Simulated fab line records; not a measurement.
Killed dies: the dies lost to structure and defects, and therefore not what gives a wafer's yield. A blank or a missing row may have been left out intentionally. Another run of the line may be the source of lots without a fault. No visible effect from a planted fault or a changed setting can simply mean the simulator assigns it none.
fab line records    flow n5_finfet
[record] lots = 4  wafers = 12  last_day = 19
route steps=1938 shown BEOL_M1@771 BEOL_M4@1111 PASSIVATION@1936
lots with no fault: from the same line, run without faults
start_h: start of the lot's first displayed wafer, in hours after the record's first day    wait_h: time in hours since the lot's previous step    " repeats the value in the row above    L1.1+2: a single row standing in for several wafers    - value missing, or start not given    * or withheld: withheld    < > ~ a bound
route shown NAME@n: names a module that has steps shown in the file, with the first one's number in the route    usual: average and standard deviation across the fault-free wafers    same: alike in all rows    chamber/n: place in a boat    sites: readings site by site    _std_site: their standard deviation    _edge_site: inner sites' mean taken away from outer sites' mean    radius_mm: for every site, how far away it sits from the centre of the wafer    mask NAME#n: copy n    behind: the tool/chamber that last shaped the wafer    hold: what put the lot on hold/how long, in hours/how the hold closed    device: whichever transistor did not switch (one of n, p or np)    end of line: tests of these same wafers at the route's end    for a step that has no rows: nothing shown but its recipe    killed: dies that structure and defects cost at the first sort, which is not the same as the wafer's yield    map: the dies of a wafer, with x for killed, . for not killed, _ for no die there
set.NAME: the setting that was run; set.NAME@STEP: the one run at that earlier step    model.NAME: the simulator's own value behind a step, which no gauge read
a table for each step, a row for each wafer; lots at some steps of the route
services: from which hour (start_h, from the record's first day; less than 0 if before it) a tool's chamber was out of use, for how many hours, and why
[[steps]]
[step N5_BEOL_M1_STRIP_65]
[recipe] chemistry = N2/H2  temp_c = 40  n2_flow_sccm = 200  h2_flow_sccm = 200  rf_frequency_hz = 6e+07
[step N5_BEOL_M1_STRIP_75]
[recipe] chemistry = N2/H2  temp_c = 40  n2_flow_sccm = 200  h2_flow_sccm = 200  rf_frequency_hz = 6e+07
[step N5_BEOL_M1_STRIP_66]
[recipe] chemistry = CF4  resist = SiARC  power_w = 300  bias_power_w = 75  pressure_mtorr = 50  cf4_flow_sccm = 150  rf_frequency_hz = 6e+07
[step N5_BEOL_M1_HM_OPEN_17]
[recipe] chemistry = Cl2/BCl3  target_depth_a = 200  overetch_a = 60  target = TiN  mask_material = SOC  ion_energy_ev = 150  pressure_mtorr = 10  icp_w = 1000  bias_w = 126  Cl2_flow_sccm = 53.25  bcl3_flow_sccm = 21.75  Ar_flow_sccm = 25
[step N5_BEOL_M1_STRIP_19]
[recipe] chemistry = O2  power_w = 400  temp_c = 40  pressure_mtorr = 30  rf_frequency_hz = 6e+07  bias_power_w = 0  overash_fraction = 0.2  o2_flow_sccm = 225
[step N5_BEOL_M1_COAT_67]
[recipe] resist = SOC  temp_c = 250  time_s = 60  spin_rpm = 1500  resist_thk_nm = 60
[step N5_BEOL_M1_COAT_68]
[recipe] resist = SiARC  temp_c = 220  time_s = 60  spin_rpm = 1500  resist_thk_nm = 12
[step N5_BEOL_M1_COAT_76]
[recipe] resist = underlayer  temp_c = 205  time_s = 60  spin_rpm = 1500  resist_thk_nm = 5
[step N5_BEOL_M1_COAT_22]
[recipe] resist = CAR-EUV  spin_rpm = 1500  resist_thk_nm = 30
[step N5_BEOL_M1_EBR_24]
[recipe] solvent = PGMEA  ebr_width_mm = 1.5
[step N5_BEOL_M1_SOFTBAKE_23]
[recipe] temp_c = 110  time_s = 60  resist = CAR-EUV
[step N5_BEOL_M1_EXPOSE_25]
[recipe] mask_id = V0  na = 0.33  source_shape = quasar  sigma_inner = 0.2  sigma_outer = 0.8  polarization = unpolarized  defocus_nm = 5  target_cd_nm = 24  dose_mj = 63
[same] dipole_opening_deg = 30  sigma_outer = 0.8
lot.wafer   tool            chamber  start_h  wait_h  mask  model.BEOL_M1.overlay_x_nm
L742.2+4+5  euv_scanner-01  0        155.03   -       V0#0  -0.4
L744.3+4+6  euv_scanner-01  0        163.24   -       V0#0  13.8
L745.3+4+5  euv_scanner-01  0        174.66   -       V0#0  13.6
L759.2+5+6  euv_scanner-02  0        259.19   -       V0#0  -0.2
[step N5_BEOL_M1_PEB_26]
[recipe] peb_temp_c = 100  peb_time_s = 60  resist = CAR-EUV
[step N5_BEOL_M1_DEVELOP_27]
[recipe] develop_time_s = 30  developer = TMAH  resist = CAR-EUV  rinse_liquid = surfactant_rinse  dry = air_spin  dev_temp_c = 23
[step N5_BEOL_M1_OVL_MEAS_29]
[recipe] points_per_wafer = 522
[usual] V0_OVL = -0.1/0.67
lot.wafer  tool        chamber  start_h  wait_h  V0_OVL[nm]
L742.2     overlay-02  0        155.20   0.0     -1.1
L742.4     "           0        "        "       -0.5
L742.5     "           0        "        "       -1.1
L744.3     overlay-02  0        163.40   0.0     14.5
L744.4     "           0        "        "       14.2
L744.6     "           0        "        "       13.7
L745.3     overlay-01  0        174.83   0.0     13.0
L745.4     "           0        "        "       12.4
L745.5     "           0        "        "       13.2
L759.2     overlay-01  0        259.36   0.0     -0.8
L759.5     "           0        "        "       -1.4
L759.6     "           0        "        "       -0.3
[step N5_BEOL_M1_DESCUM_33]
[recipe] chemistry = O2  time_s = 7  source_power_w = 50  bias_power_w = 20  pressure_mtorr = 20  rf_frequency_hz = 2.712e+07  temp_c = 40  resist = CAR-EUV  o2_flow_sccm = 225
[step N5_BEOL_M1_ETCH_77]
[recipe] chemistry = N2/H2  target = underlayer  target_depth_a = 65  mask_material = CAR-EUV  time_s = 5.2  ion_energy_ev = 200  pressure_mtorr = 30  source_w = 840  bias_w = 150  n2_flow_sccm = 200  h2_flow_sccm = 200  ends = cleared
[step N5_BEOL_M1_ETCH_69]
[recipe] chemistry = CF4  target = SiARC  target_depth_a = 156  mask_material = CAR-EUV  time_s = 26  ion_energy_ev = 80  pressure_mtorr = 40  source_w = 545  bias_w = 36  Ar_flow_sccm = 100  cf4_flow_sccm = 100  ends = cleared
[step N5_BEOL_M1_ALD_98]
[recipe] material = SiO2  target_thk_a = 25  temp_c = 100  ald_precursor_family = BDEAS  ald_co_reactant = O2-plasma  pulse_time_s = 1  co_reactant_pulse_time_s = 1  purge_time_s = 2  co_reactant_purge_time_s = 2  ald_cycles = 17  pressure_torr = 2
[step N5_BEOL_M1_ETCHBACK_99]
[recipe] chemistry = CHF3  target = SiO2  target_depth_a = 50  time_s = 10.4  source_w = 215  bias_w = 47  Ar_flow_sccm = 200  CHF3_flow_sccm = 12  ion_energy_ev = 100  pressure_mtorr = 30
[step N5_BEOL_M1_ETCH_70]
[recipe] chemistry = N2/H2  target = SOC  target_depth_a = 800  overetch_a = 160  mask_material = SiARC  temp_c = 40  time_s = 120  ion_energy_ev = 200  pressure_mtorr = 30  source_w = 840  bias_w = 150  n2_flow_sccm = 200  h2_flow_sccm = 200
[step N5_BEOL_M1_STRIP_71]
[recipe] chemistry = N2/H2  temp_c = 40  n2_flow_sccm = 200  h2_flow_sccm = 200  rf_frequency_hz = 6e+07
[step N5_BEOL_M1_STRIP_78]
[recipe] chemistry = N2/H2  temp_c = 40  n2_flow_sccm = 200  h2_flow_sccm = 200  rf_frequency_hz = 6e+07
[step N5_BEOL_M1_VIA_ETCH_34]
[recipe] chemistry = C4F6/O2  target_depth_a = 678  mask_material = SOC  pressure_mtorr = 15  ion_energy_ev = 250  taper_deg = 4  time_s = 64.4  source_w = 350  bias_w = 170  Ar_flow_sccm = 300  C4F6_flow_sccm = 10  O2_flow_sccm = 10
[step N5_BEOL_M1_STRIP_83]
[recipe] chemistry = C4F6/O2  resist = SiARC  rf_frequency_hz = 6e+07
[step N5_BEOL_M1_STRIP_36]
[recipe] chemistry = N2/H2  power_w = 450  temp_c = 40  pressure_mtorr = 20  rf_frequency_hz = 6e+07  overash_fraction = 0.3  bias_power_w = 7  h2_frac = 0.5  n2_flow_sccm = 200  h2_flow_sccm = 200
[step N5_BEOL_M1_TRENCH_ETCH_37]
[recipe] chemistry = C4F6/O2  target_depth_a = 552.07  target = SiOC  time_s = 29  ion_energy_ev = 250  pressure_mtorr = 30  source_w = 355  bias_w = 185  Ar_flow_sccm = 300  C4F6_flow_sccm = 10  O2_flow_sccm = 10
[step N5_BEOL_M1_ETCH_41]
[recipe] chemistry = CH3F/O2  target = SiCN  target_depth_a = 319  taper_deg = 2  time_s = 57.8  ion_energy_ev = 120  mask_material = TiN  pressure_mtorr = 30  source_w = 395  bias_w = 75  Ar_flow_sccm = 150  CH3F_flow_sccm = 30  O2_flow_sccm = 20
[step N5_BEOL_M1_STRIP_97]
[recipe] chemistry = N2/H2  time_s = 10  power_w = 450  temp_c = 40  pressure_mtorr = 20  rf_frequency_hz = 6e+07  bias_power_w = 7  n2_flow_sccm = 200  h2_flow_sccm = 200
[step N5_BEOL_M1_HM_STRIP_39]
[recipe] chemistry = peroxide_tin_strip  material = TiN  target_depth_a = 250  temp_c = 50  time_s = 158
[step N5_BEOL_M1_SRD_40]
[recipe] time_s = 30  temp_c = 23  rinse_liquid = diw  dry = ipa_marangoni
[step N5_BEOL_M1_PRECLEAN_42]
[recipe] chemistry = residue_remover  time_s = 60  temp_c = 40
[step N5_BEOL_M1_SRD_43]
[recipe] time_s = 30  temp_c = 23  rinse_liquid = diw  dry = ipa_marangoni
[step N5_BEOL_M1_DEGAS_44]
[recipe] ambient = vacuum  temp_c = 250  time_s = 60
[step N5_BEOL_M1_PRE_CLEAN_45]
[recipe] gas = H2/He  time_s = 30  temp_c = 250
[step N5_BEOL_M1_ALD_84]
[recipe] material = TaN  target_thk_a = *  temp_c = 275  ald_precursor_family = PDMAT  ald_co_reactant = NH3  pressure_torr = 3  carrier_flow_sccm = 1500  pulse_time_s = 2  purge_time_s = 3  co_reactant_purge_time_s = 2  co_reactant_pulse_time_s = 3  ald_cycles = 30  precursor_vessel_temp_c = 75  precursor_vessel_pressure_torr = 26.25  precursor_vessel_carrier_sccm = 1000
[step N5_BEOL_M1_SURFACE_TREAT_85]
[recipe] gas = Ar  time_s = *  ion_energy_ev = *  ion_current_ma_cm2 = 0.5  pressure_mtorr = *  ar_flow_sccm = 30
[step N5_BEOL_M4_RC_MEAS_101]
[usual] DIBL_N = 36.0/1.6  DIBL_P = 35.8/2  IOFF_N = 0.152/0.03  IOFF_P = 0.20/0.031  ION_N = 670/12  ION_P = 459/7.4  SS_N = 71.5/0.56  SS_P = 73.2/0.64  VT_N = 251/3.5  VT_P = -252/3.3
lot.wafer  tool       chamber  start_h  wait_h  DIBL_N[mV/V]  DIBL_P[mV/V]  IOFF_N[nA/um]  IOFF_P[nA/um]  ION_N[uA/um]  ION_P[uA/um]  SS_N[mV/dec]  SS_P[mV/dec]  VT_N[mV]  VT_P[mV]
L742.2     prober-01  0        238.61   0.2     36.0          36.9          0.158          0.23           674           471           71.4          73.7          249       -247
L742.4     "          0        "        "       36.6          37.6          0.160          0.24           669           457           71.3          73.4          250       -247
L742.5     "          0        "        "       36.3          38.0          0.149          0.25           656           461           71.5          73.1          254       -248
L744.3     prober-01  0        241.69   0.3     38.7          37.2          0.189          0.24           674           461           72.8          73.8          248       -248
L744.4     "          0        "        "       37.1          35.6          0.155          0.22           664           460           71.8          73.9          253       -248
L744.6     "          0        "        "       36.7          34.9          0.148          0.20           684           465           71.5          73.1          251       -250
L745.3     prober-01  0        246.25   0.3     37.4          37.2          0.158          0.20           676           463           72.6          73.1          250       -253
L745.4     "          0        "        "       35.7          35.1          0.136          0.18           684           463           71.2          73.2          250       -253
L745.5     "          0        "        "       34.2          34.1          0.114          0.16           658           457           71.5          71.8          257       -256
L759.2     prober-01  0        342.92   0.2     34.5          35.1          0.144          0.21           666           463           71.2          73.4          252       -252
L759.5     "          0        "        "       34.5          33.8          0.140          0.19           667           457           71.4          72.7          251       -250
L759.6     "          0        "        "       33.8          33.5          0.125          0.19           664           461           71.3          72.7          253       -250
[step N5_PASSIVATION_PROBE_49]
[usual] defect_limited_yield = 91.6/1.4  killed_at_M0_to_M3 = 33/10  killed_at_M4_up = 13/5.3  killed_at_contacts = 13/5.9  killed_at_front_end = 36/12  killed_at_other = 4/3.1  killed_dies = 99/16  killed_on_rim = 13/4.2  killed_open = 65/13  killed_short = 32/7.3  sort_bin_5_function = 4.9/0.9  sort_bin_6_memory = 3.1/0.66  sort_n_pass = 1081/17  sort_yield_pct = 91.6/1.4
[same] gross_dies = 1180  killed_at_back_side = 0  sort_bin_4_leakage[%] = 0  sort_bin_8_speed[%] = 0
lot.wafer  tool       chamber  start_h  wait_h  defect_limited_yield[%]  killed_at_M0_to_M3  killed_at_M4_up  killed_at_contacts  killed_at_front_end  killed_at_other  killed_dies  killed_on_rim  killed_open  killed_short  sort_bin_5_function[%]  sort_bin_6_memory[%]  sort_n_pass  sort_yield_pct[%]
L742.2     prober-01  -        336.60   0.1     91.6                     51                  14               12                  22                   0                99           13             68           31            4.9                     3.3                   1081         91.6
L742.4     prober-01  -        336.70   0.2     92.6                     30                  12               11                  33                   1                87           11             50           36            4.3                     2.7                   1093         92.6
L742.5     prober-01  -        336.75   0.2     91.5                     41                  16               17                  26                   0                100          12             71           27            4.8                     3.4                   1080         91.5
L744.3     prober-01  -        341.50   0.1     0                        1106                15               16                  40                   3                1180         152            67           26            49.0                    2.7                   0            0
L744.4     prober-01  -        341.55   0.2     0                        1112                17               14                  28                   9                1180         152            69           32            50.0                    2.4                   0            0
L744.6     prober-01  -        341.65   0.3     0                        1122                11               8                   35                   4                1180         152            52           42            47.5                    3.6                   0            0
L745.3     prober-01  -        349.45   0.1     0                        1119                16               11                  29                   5                1180         152            66           49            50.2                    3.9                   0            0
L745.4     prober-01  -        349.50   0.2     0                        1128                14               14                  22                   2                1180         152            73           22            53.7                    2.9                   0            0
L745.5     prober-01  -        349.55   0.2     0                        1127                19               6                   26                   2                1180         152            57           21            50.2                    2.0                   0            0
// killed by level:class
L742.2 BEOL_M2:geometric_particle:open=20 MOL_CONTACT_COAG:geometric_particle:open=12 BEOL_M0_SAQP:geometric_particle:short=12 FIN_SAQP:geometric_particle:short=9 BEOL_M0_SAQP:geometric_particle:open=9 BEOL_M4:geometric_particle:open=8 FIN_SAQP:geometric_particle:open=6 BEOL_M3:geometric_particle:open=3
L742.4 FIN_SAQP:geometric_particle:short=10 MOL_CONTACT_COAG:geometric_particle:open=8 BEOL_M2:geometric_particle:open=8 FIN_SAQP:geometric_particle:open=7 BEOL_M0_SAQP:geometric_particle:short=6 BEOL_M0_SAQP:geometric_particle:open=6 GATE_CUT:geometric_particle:short=4 BEOL_M5:geometric_particle:open=4
L742.5 MOL_CONTACT_COAG:geometric_particle:open=13 BEOL_M2:geometric_particle:open=12 BEOL_M4:geometric_particle:open=10 BEOL_M0_SAQP:geometric_particle:open=9 BEOL_M0_SAQP:geometric_particle:short=8 FIN_SAQP:geometric_particle:short=6 BEOL_M1:geometric_particle:open=6 FIN_SAQP:geometric_particle:open=5
L744.3 BEOL_M1:overlay=1087 MOL_CONTACT_COAG:geometric_particle:open=16 GATE_CUT:geometric_particle:short=8 BEOL_M4:geometric_particle:open=7 FIN_SAQP:geometric_particle:open=6 STI_FIN_REVEAL:geometric_particle:open=6 BEOL_M0_SAQP:geometric_particle:open=5 FIN_SAQP:geometric_particle:short=4
L744.4 BEOL_M1:overlay=1078 BEOL_M3:geometric_particle:open=11 MOL_CONTACT_COAG:geometric_particle:open=10 BEOL_M0_SAQP:geometric_particle:short=10 GATE_CUT:geometric_particle:open=9 BEOL_M4:geometric_particle:open=7 BEOL_M0_SAQP:geometric_particle:open=6 FIN_SAQP:geometric_particle:open=4
L744.6 BEOL_M1:overlay=1085 FIN_SAQP:geometric_particle:open=8 BEOL_M2:geometric_particle:short=8 BEOL_M1:geometric_particle:open=7 STI_FIN_REVEAL:geometric_particle:open=6 MOL_CONTACT_COAG:geometric_particle:open=6 BEOL_M0_SAQP:geometric_particle:short=5 BEOL_M1:geometric_particle:short=4
L745.3 BEOL_M1:overlay=1062 BEOL_M0_SAQP:geometric_particle:open=16 BEOL_M0_SAQP:geometric_particle:short=15 MOL_CONTACT_COAG:geometric_particle:open=10 BEOL_M4:geometric_particle:open=7 BEOL_M2:geometric_particle:open=7 BEOL_M1:geometric_particle:open=6 STARTING-WAFER:geometric_particle:open=5
L745.4 BEOL_M1:overlay=1083 BEOL_M0_SAQP:geometric_particle:open=12 BEOL_M3:geometric_particle:open=11 MOL_CONTACT_COAG:geometric_particle:open=10 BEOL_M1:geometric_particle:open=8 STI_FIN_REVEAL:geometric_particle:open=6 BEOL_M2:geometric_particle:open=6 BEOL_M4:geometric_particle:open=6
L745.5 BEOL_M1:overlay=1099 BEOL_M1:geometric_particle:open=11 BEOL_M4:geometric_particle:open=6 MOL_CONTACT_COAG:geometric_particle:open=5 BEOL_M2:geometric_particle:open=5 BEOL_M8:geometric_particle:open=5 STI_FIN_REVEAL:geometric_particle:open=4 DUMMY_GATE:geometric_particle:open=4
// map L744.3 (x killed, . not)
_________________xxxxxxxxxxxx________________
______________xxxxxxxxxxxxxxxxxx_____________
___________xxxxxxxxxxxxxxxxxxxxxxxx__________
__________xxxxxxxxxxxxxxxxxxxxxxxxxx_________
________xxxxxxxxxxxxxxxxxxxxxxxxxxxxxx_______
_______xxxxxxxxxxxxxxxxxxxxxxxxxxxxxxxx______
______xxxxxxxxxxxxxxxxxxxxxxxxxxxxxxxxxx_____
_____xxxxxxxxxxxxxxxxxxxxxxxxxxxxxxxxxxxx____
____xxxxxxxxxxxxxxxxxxxxxxxxxxxxxxxxxxxxxx___
___xxxxxxxxxxxxxxxxxxxxxxxxxxxxxxxxxxxxxxxx__
___xxxxxxxxxxxxxxxxxxxxxxxxxxxxxxxxxxxxxxxx__
__xxxxxxxxxxxxxxxxxxxxxxxxxxxxxxxxxxxxxxxxxx_
__xxxxxxxxxxxxxxxxxxxxxxxxxxxxxxxxxxxxxxxxxx_
_xxxxxxxxxxxxxxxxxxxxxxxxxxxxxxxxxxxxxxxxxxxx
_xxxxxxxxxxxxxxxxxxxxxxxxxxxxxxxxxxxxxxxxxxxx
_xxxxxxxxxxxxxxxxxxxxxxxxxxxxxxxxxxxxxxxxxxxx
_xxxxxxxxxxxxxxxxxxxxxxxxxxxxxxxxxxxxxxxxxxxx
_xxxxxxxxxxxxxxxxxxxxxxxxxxxxxxxxxxxxxxxxxxxx
_xxxxxxxxxxxxxxxxxxxxxxxxxxxxxxxxxxxxxxxxxxxx
_xxxxxxxxxxxxxxxxxxxxxxxxxxxxxxxxxxxxxxxxxxxx
_xxxxxxxxxxxxxxxxxxxxxxxxxxxxxxxxxxxxxxxxxxxx
__xxxxxxxxxxxxxxxxxxxxxxxxxxxxxxxxxxxxxxxxxx_
__xxxxxxxxxxxxxxxxxxxxxxxxxxxxxxxxxxxxxxxxxx_
___xxxxxxxxxxxxxxxxxxxxxxxxxxxxxxxxxxxxxxxx__
___xxxxxxxxxxxxxxxxxxxxxxxxxxxxxxxxxxxxxxxx__
____xxxxxxxxxxxxxxxxxxxxxxxxxxxxxxxxxxxxxx___
_____xxxxxxxxxxxxxxxxxxxxxxxxxxxxxxxxxxxx____
______xxxxxxxxxxxxxxxxxxxxxxxxxxxxxxxxxx_____
_______xxxxxxxxxxxxxxxxxxxxxxxxxxxxxxxx______
________xxxxxxxxxxxxxxxxxxxxxxxxxxxxxx_______
__________xxxxxxxxxxxxxxxxxxxxxxxxxx_________
___________xxxxxxxxxxxxxxxxxxxxxxxx__________
______________xxxxxxxxxxxxxxxxxx_____________
_________________xxxxxxxxxxxx________________
// map L745.3 (x killed, . not)
_________________xxxxxxxxxxxx________________
______________xxxxxxxxxxxxxxxxxx_____________
___________xxxxxxxxxxxxxxxxxxxxxxxx__________
__________xxxxxxxxxxxxxxxxxxxxxxxxxx_________
________xxxxxxxxxxxxxxxxxxxxxxxxxxxxxx_______
_______xxxxxxxxxxxxxxxxxxxxxxxxxxxxxxxx______
______xxxxxxxxxxxxxxxxxxxxxxxxxxxxxxxxxx_____
_____xxxxxxxxxxxxxxxxxxxxxxxxxxxxxxxxxxxx____
____xxxxxxxxxxxxxxxxxxxxxxxxxxxxxxxxxxxxxx___
___xxxxxxxxxxxxxxxxxxxxxxxxxxxxxxxxxxxxxxxx__
___xxxxxxxxxxxxxxxxxxxxxxxxxxxxxxxxxxxxxxxx__
__xxxxxxxxxxxxxxxxxxxxxxxxxxxxxxxxxxxxxxxxxx_
__xxxxxxxxxxxxxxxxxxxxxxxxxxxxxxxxxxxxxxxxxx_
_xxxxxxxxxxxxxxxxxxxxxxxxxxxxxxxxxxxxxxxxxxxx
_xxxxxxxxxxxxxxxxxxxxxxxxxxxxxxxxxxxxxxxxxxxx
_xxxxxxxxxxxxxxxxxxxxxxxxxxxxxxxxxxxxxxxxxxxx
_xxxxxxxxxxxxxxxxxxxxxxxxxxxxxxxxxxxxxxxxxxxx
_xxxxxxxxxxxxxxxxxxxxxxxxxxxxxxxxxxxxxxxxxxxx
_xxxxxxxxxxxxxxxxxxxxxxxxxxxxxxxxxxxxxxxxxxxx
_xxxxxxxxxxxxxxxxxxxxxxxxxxxxxxxxxxxxxxxxxxxx
_xxxxxxxxxxxxxxxxxxxxxxxxxxxxxxxxxxxxxxxxxxxx
__xxxxxxxxxxxxxxxxxxxxxxxxxxxxxxxxxxxxxxxxxx_
__xxxxxxxxxxxxxxxxxxxxxxxxxxxxxxxxxxxxxxxxxx_
___xxxxxxxxxxxxxxxxxxxxxxxxxxxxxxxxxxxxxxxx__
___xxxxxxxxxxxxxxxxxxxxxxxxxxxxxxxxxxxxxxxx__
____xxxxxxxxxxxxxxxxxxxxxxxxxxxxxxxxxxxxxx___
_____xxxxxxxxxxxxxxxxxxxxxxxxxxxxxxxxxxxx____
______xxxxxxxxxxxxxxxxxxxxxxxxxxxxxxxxxx_____
_______xxxxxxxxxxxxxxxxxxxxxxxxxxxxxxxx______
________xxxxxxxxxxxxxxxxxxxxxxxxxxxxxx_______
__________xxxxxxxxxxxxxxxxxxxxxxxxxx_________
___________xxxxxxxxxxxxxxxxxxxxxxxx__________
______________xxxxxxxxxxxxxxxxxx_____________
_________________xxxxxxxxxxxx________________
[[services]]
tool            chamber  start_h  hours  kind
euv_scanner-02  -        143.84   2.0    repair
euv_scanner-01  -        160.84   1.0    pm
euv_scanner-02  -        161.88   1.0    pm
euv_scanner-01  0        167.66   -      calibration
euv_scanner-02  0        175.36   -      calibration
euv_scanner-01  -        194.21   1.2    repair
euv_scanner-01  -        198.47   4.6    pm
euv_scanner-02  -        200.07   0.3    repair
euv_scanner-01  -        216.99   1.0    pm
euv_scanner-02  -        218.00   1.0    pm
euv_scanner-02  -        221.01   12.0   pm
[[key]]
[first_sign] step = N5_BEOL_M1_OVL_MEAS_29  reading = V0_OVL  direction = up  sigmas = 20  usual = -0.1  struck = 13.5
[effect] step = N5_PASSIVATION_PROBE_49  reading = killed_at_M0_to_M3  direction = up  sigmas = 99+  usual = 33  struck = 1119
[model_effect] step = N5_BEOL_M1_EXPOSE_25  value = BEOL_M1.overlay_x_nm  without = 0  struck = 13.7
[more_kills_born_at] N5_BEOL_M1_EXPOSE_25@euv_scanner-01 = 6494
met_at N5_BEOL_M1_EXPOSE_25
struck_wafers L744.3,L744.4,L744.6,L745.3,L745.4,L745.5
onset_between 155.03 163.24
[fault] kind = scanner_matching_overlay  tool = euv_scanner-01  chamber = -  onset_h = 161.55  steps = N5_BEOL_M1_EXPOSE_25  offset = 13.692
